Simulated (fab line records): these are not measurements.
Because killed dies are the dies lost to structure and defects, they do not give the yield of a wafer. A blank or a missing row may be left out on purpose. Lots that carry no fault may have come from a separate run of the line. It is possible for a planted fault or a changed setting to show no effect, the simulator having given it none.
Which tool did it?	flow nandHarc	15 lots with 45 wafers sampled at 5 steps, on a route of 1302 steps

WHAT THE GAUGES SHOWED, per wafer
NHARC_A_M1_THK_MEAS_24: measures by xrf.
lot	measured	on	thkNm (nm)
L929	day 23 20:50	filmMetro-01	152.6 156.7 153.1
L930	day 24 01:41	filmMetro-01	157.5 154.2 153.3
L931	day 24 03:41	filmMetro-01	156.8 155.7 155.9
L928	day 24 04:43	filmMetro-01	150.1 157.2 153.6
L934	day 26 09:20	filmMetro-02	152.9 154.5 154.6
L937	day 27 22:12	filmMetro-02	157.1 154.6 155.7
L936	day 28 00:38	filmMetro-01	405.7 398.8 400.9
L939	day 28 06:09	filmMetro-01	396.1 399.8 396.4
L940	day 28 09:07	filmMetro-02	408.3 396.4 402.6
L945	day 30 09:20	filmMetro-01	156.7 154.7 154.0
L946	day 31 07:18	filmMetro-01	153.8 155.9 150.8
L947	day 31 09:53	filmMetro-01	155.4 157.6 156.6
L948	day 31 12:26	filmMetro-02	153.0 154.5 154.5
L949	day 31 15:07	filmMetro-01	156.2 156.6 157.4
L950	day 32 14:48	filmMetro-02	151.0 154.9 157.2

NHARC_A_BONDPAD_THK_MEAS_30: measures by ellipsometry.
lot	measured	on	thkNm (nm)
L929	day 23 22:21	filmMetro-02	202.8 199.0 198.7
L930	day 24 03:11	filmMetro-02	199.7 200.4 201.9
L931	day 24 05:16	filmMetro-01	199.8 201.1 202.2
L928	day 24 06:14	filmMetro-02	201.1 201.1 200.5
L934	day 26 10:52	filmMetro-02	204.7 203.1 200.1
L937	day 27 23:43	filmMetro-01	200.5 199.8 201.3
L945	day 30 10:51	filmMetro-02	200.8 202.6 198.8
L946	day 31 08:49	filmMetro-02	201.4 200.6 202.0
L947	day 31 11:24	filmMetro-02	202.7 201.4 202.3
L948	day 31 14:04	filmMetro-01	201.8 202.8 199.9
L949	day 31 16:38	filmMetro-01	202.0 199.7 200.0
L950	day 32 16:23	filmMetro-02	203.0 199.8 199.9

WHAT TOOL EACH LOT RAN ON (gives the tool, then ch and the chambers of the sampled wafers, and finally the start)
lot	NHARC_A_M1_DESCUM_14	NHARC_A_M1_ETCH_28	NHARC_A_M1_CMP_23
L929	rieDiel-11 ch 0,1,2, day 23 18:22	rieDiel-02 ch 0,1,3, day 23 20:34 or earlier	cmp-01 ch 0,2,3, day 23 20:34
L930	rieDiel-02 ch 0,2,3, day 23 23:07	rieDiel-11 ch 0,3, day 24 01:22 or earlier	cmp-04 ch 0,2, day 24 01:22
L931	rieDiel-02 ch 0,1, day 24 01:16	rieDiel-11 ch 0,3, day 24 03:24 or earlier	cmp-02 ch 1,3, day 24 03:24
L928	rieDiel-08 ch 1,2, day 24 02:16	rieDiel-02 ch 2,3, day 24 04:26 or earlier	cmp-01 ch 0,1,2, day 24 04:26
L934	rieDiel-11 ch 0,1,2, day 26 06:46	rieDiel-11 ch 0,1, day 26 09:04 or earlier	cmp-01 ch 0,1,2, day 26 09:04
L937	rieDiel-11 ch 0,2,3, day 27 19:45	rieDiel-02 ch 0,1,2, day 27 21:55 or earlier	cmp-01 ch 1,2,3, day 27 21:55
L936	rieDiel-08 ch 0,1,2, day 27 22:13	rieDiel-11 ch 0,2,3, day 28 00:19 or earlier	cmp-04 ch 0,1,3, day 28 00:19
L939	rieDiel-11 ch 0,1,3, day 28 03:46	rieDiel-11 ch 0,3, day 28 05:55 or earlier	cmp-04 ch 1,2,3, day 28 05:55
L940	rieDiel-11 ch 0,1,2, day 28 06:41	rieDiel-08 ch 1,2,3, day 28 08:49 or earlier	cmp-01 ch 1,2,3, day 28 08:49
L945	rieDiel-11 ch 1,2, day 30 06:52	rieDiel-08 ch 1,2,3, day 30 09:01 or earlier	cmp-04 ch 0,2, day 30 09:01
L946	rieDiel-11 ch 0,1,3, day 31 04:48	rieDiel-02 ch 2,3, day 31 06:59 or earlier	cmp-01 ch 0,1,2, day 31 06:59
L947	rieDiel-02 ch 0,1, day 31 07:28	rieDiel-02 ch 0,2, day 31 09:37 or earlier	cmp-02 ch 2,3, day 31 09:37
L948	rieDiel-11 ch 0,1,3, day 31 09:59	rieDiel-02 ch 0,1, day 31 12:12 or earlier	cmp-01 ch 0,1,2, day 31 12:12
L949	rieDiel-11 ch 0,1,3, day 31 12:40	rieDiel-02 ch 0,1, day 31 14:49 or earlier	cmp-02 ch 1,3, day 31 14:49
L950	rieDiel-08 ch 2,3, day 32 12:23	rieDiel-08 ch 0,1, day 32 14:29 or earlier	cmp-04 ch 2,3, day 32 14:29
- NHARC_A_M1_DESCUM_14: chemistry O2, time 3 s.
- NHARC_A_M1_ETCH_28: etches the open film in CF4/N2, target depth 30 nm, time 72.99 s.
- NHARC_A_M1_CMP_23: polishes, t overpolish 20 s, target thk 154.34 nm.

AS READ BY THE TOOLS THEMSELVES (means over the sampled wafers that have a number; for cases with no such wafer, the mark the record gives instead)
NHARC_A_M1_DESCUM_14.
lot	tool	chamberPressureMTorr (mTorr)	drypumpMotorCurrentA (A)	oesProductAu (a.u.)	rfVppV (V)	showerheadPlenumPTorr (Torr)	throttleValvePct (%)
L929	rieDiel-11	60.03	5.6	1.003	57.9	1.97	11.320
L930	rieDiel-02	60.04	5.8	1.008	57.5	1.95	11.302
L931	rieDiel-02	60.01	5.6	1.008	58.5	1.88	11.307
L928	rieDiel-08	59.93	5.0	1.012	57.9	1.91	11.311
L934	rieDiel-11	60.00	5.5	1.007	57.5	1.97	11.310
L937	rieDiel-11	59.98	5.8	1.010	57.9	1.99	11.312
L936	rieDiel-08	60.01	5.2	1.002	57.3	1.90	11.313
L939	rieDiel-11	59.92	5.7	1.000	58.1	1.97	11.311
L940	rieDiel-11	60.01	5.5	1.018	57.2	1.97	11.307
L945	rieDiel-11	59.97	5.4	1.021	57.8	1.95	11.310
L946	rieDiel-11	59.99	5.7	0.999	57.8	1.96	11.310
L947	rieDiel-02	60.02	5.6	1.010	57.9	1.95	11.310
L948	rieDiel-11	60.02	5.7	1.008	58.0	1.96	11.314
L949	rieDiel-11	59.98	5.7	1.006	57.5	1.96	11.318
L950	rieDiel-08	59.99	6.0	1.001	57.5	1.87	11.317

NHARC_A_M1_ETCH_28.
lot	tool	chamberPressureMTorr (mTorr)	drypumpMotorCurrentA (A)	oesProductAu (a.u.)	rfVppV (V)	showerheadPlenumPTorr (Torr)	throttleValvePct (%)
L929	rieDiel-02	30.005	5.8	0.998	314.6	2.67	19.783
L930	rieDiel-11	30.030	6.0	0.996	315.5	2.72	19.793
L931	rieDiel-11	30.005	6.0	0.995	316.3	2.75	19.799
L928	rieDiel-02	30.042	5.9	1.021	314.3	2.59	19.796
L934	rieDiel-11	29.995	5.4	1.011	314.8	2.67	19.797
L937	rieDiel-02	30.006	5.6	0.997	312.8	2.59	19.788
L936	rieDiel-11	29.999	5.8	1.001	316.5	2.73	19.791
L939	rieDiel-11	30.000	6.0	0.998	315.6	2.72	19.799
L940	rieDiel-08	29.980	5.6	1.004	314.1	2.63	19.799
L945	rieDiel-08	29.985	5.6	1.007	313.1	2.63	19.793
L946	rieDiel-02	30.003	6.0	1.009	314.4	2.66	19.785
L947	rieDiel-02	29.985	5.6	1.007	314.5	2.59	19.784
L948	rieDiel-02	30.011	5.6	1.011	314.1	2.67	19.796
L949	rieDiel-02	29.998	5.6	1.014	312.9	2.58	19.800
L950	rieDiel-08	29.998	5.3	1.003	313.4	2.59	19.796

NHARC_A_M1_CMP_23.
lot	tool	edgeZonePressureFrac	motorCurrentA (A)	timeToEndpointS (s)
L929	cmp-01	0.995	11.7	28
L930	cmp-04	1.005	13.6	27
L931	cmp-02	1.004	13.1	30
L928	cmp-01	1.001	12.1	27
L934	cmp-01	1.003	12.2	30
L937	cmp-01	1.001	11.7	30
L936	cmp-04	-	-	-
L939	cmp-04	-	-	-
L940	cmp-01	-	-	-
L945	cmp-04	0.999	13.3	31
L946	cmp-01	1.000	11.9	27
L947	cmp-02	1.001	11.9	29
L948	cmp-01	1.002	12.3	30
L949	cmp-02	0.998	12.6	32
L950	cmp-04	1.002	13.3	30

THE ANSWER, worked out from the rows above alone
Rule: the lots themselves supply what counts as usual. The widest of any qualifying gaps counts: lots, ordered by their means at a reading, are off when they make up no more than a third of the lots, leave a main group of 4 or more, and stand apart from it by 3 or more times the standard deviation of that group's means. A main group is skipped when, at the precision printed for the reading in the tables above, its means are all equal. A lot without any number at a reading at which 4 lots or more have one is off too. All remaining lots with rows at the step are treated as sound. The gauges are gone through in route order, then the tools' own readings, and for those a lot's mean is taken as printed above. The first step at which some lot is off is used, and at that step the reading that is off furthest; a lot without a number counts as furthest.
Off at NHARC_A_M1_THK_MEAS_24 (thkNm): L936, L939, L940. The main group: mean 154.9 nm, standard deviation 1.1.
If a tool, at a process step before that reading, ran all the lots that are off and no sound lot after the first of them, it fits. The gauges at NHARC_A_M1_THK_MEAS_24 aren't tried: what is off there is off at NHARC_A_M1_CMP_23 too, on other tools, and a gauge's error can't cause that. Because NHARC_A_M1_ETCH_28 lacks a start for some lots, the hours and order of its lots are taken from NHARC_A_M1_CMP_23. No candidate that was tried fits.

WHAT THE SIMULATOR HAD PUT IN
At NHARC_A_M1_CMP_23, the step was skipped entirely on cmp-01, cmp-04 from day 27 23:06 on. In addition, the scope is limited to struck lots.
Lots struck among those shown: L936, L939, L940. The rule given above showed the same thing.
